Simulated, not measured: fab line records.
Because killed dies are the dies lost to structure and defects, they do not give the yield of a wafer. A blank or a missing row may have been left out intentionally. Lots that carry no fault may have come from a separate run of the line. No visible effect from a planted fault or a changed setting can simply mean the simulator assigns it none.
Which tool was responsible? + flow n5-finfet + 36 wafers sampled from 12 lots at 1 step of a route of 1938

## WHAT THE GAUGES READ, wafer by wafer
N5_BEOL_M1_INSPECT_59: inspects for defects (darkfield).
| lot  | measured     | on                | raw-defect-count |
|------|--------------|-------------------|------------------|
| L075 | day 6 18:05  | defect-inspect-02 | 65 60 120        |
| L077 | day 7 02:04  | defect-inspect-02 | 79 81 81         |
| L079 | day 7 13:20  | defect-inspect-02 | 60 77 52         |
| L081 | day 8 11:38  | defect-inspect-02 | 58 64 73         |
| L083 | day 8 18:02  | defect-inspect-01 | 71 46 65         |
| L085 | day 9 14:21  | defect-inspect-01 | 49 35 69         |
| L088 | day 9 22:46  | defect-inspect-02 | 56 81 121        |
| L090 | day 10 05:37 | defect-inspect-01 | 102 65 72        |
| L091 | day 10 12:43 | defect-inspect-01 | 52 76 87         |
| L093 | day 11 02:55 | defect-inspect-01 | 59 57 74         |
| L095 | day 11 15:14 | defect-inspect-01 | 69 57 65         |
| L097 | day 12 04:59 | defect-inspect-01 | 46 66 57         |

## WHICH TOOL RAN EACH LOT (tool, then ch and the chambers of the sampled wafers, then the start)
The record shows no process step preceding these readings.

## THE ANSWER, worked out from the rows above alone
Rule: usual is defined by the lots themselves. Put in order of their means at a reading, lots are off if they are a third of the lots or fewer, leave a main group of 4 or more, and stand apart from it by a gap of 3 or more times the standard deviation of the main group's means; of several such gaps the widest counts. A main group whose means are all the same, to the digits that the tables above print for the reading, isn't used. Also off: a lot with no number at a reading for which 4 or more lots have one. All remaining lots with rows at the step are treated as sound.
No lot is off at any reading shown: from this, nothing can be told.

## WHAT THE SIMULATOR PUT IN
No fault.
